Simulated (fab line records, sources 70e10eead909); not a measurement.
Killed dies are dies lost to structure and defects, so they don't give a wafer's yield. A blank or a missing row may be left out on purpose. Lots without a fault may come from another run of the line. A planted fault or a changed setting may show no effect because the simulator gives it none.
Chamber matching | flow nand_harc | NHARC_A_CHANNEL_HOLE_D1_DEP_01 on pecvd-03: 3 sister chambers
The step deposits SiON, target thk 140 nm. 6 wafers are shown with their chamber, then 8 later ones without.

WAFERS WITH THEIR CHAMBER
wafer  | chamber | heater_power_w (W)
L644.6 | 1       | 771
L646.3 | 1       | 765
L649.1 | 2       | 816
L649.2 | 0       | 588
L649.5 | 0       | 601
L650.1 | 2       | 790

WAFERS WITHOUT THEIR CHAMBER
wafer  | heater_power_w (W)
L650.5 | 784
L650.6 | 636
L656.1 | 624
L656.3 | 847
L656.5 | 851
L663.1 | 816
L663.3 | 702
L663.4 | 680

WHICH CHAMBER EACH WENT THROUGH
wafer  | from the rows above     | in truth
L650.5 | can't be placed: 1 or 2 | 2
L650.6 | 0                       | 0
L656.1 | 0                       | 0
L656.3 | 2                       | 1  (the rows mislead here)
L656.5 | 2                       | 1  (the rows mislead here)
L663.1 | 2                       | 2
L663.3 | 1                       | 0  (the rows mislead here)
L663.4 | can't be placed: 0 or 1 | 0
Placed correctly: 3 of 8. Can't be placed from these rows: 2 (the true chamber is among the candidates in 2). Placed wrongly: 3.
How it was worked out, from the rows above alone: a wafer's distance from a chamber is the root of the sum, over the readings, of the square of ((its reading less the chamber's mean) divided by the reading's scatter). The wafer belongs to the nearest chamber; if the next one is less than 2 further off, it can't be placed. A chamber's mean is the mean of its shown wafers. The scatter: the root of (the sum of the squares of (reading less its chamber's mean) over the shown wafers, divided by (wafers less chambers)).
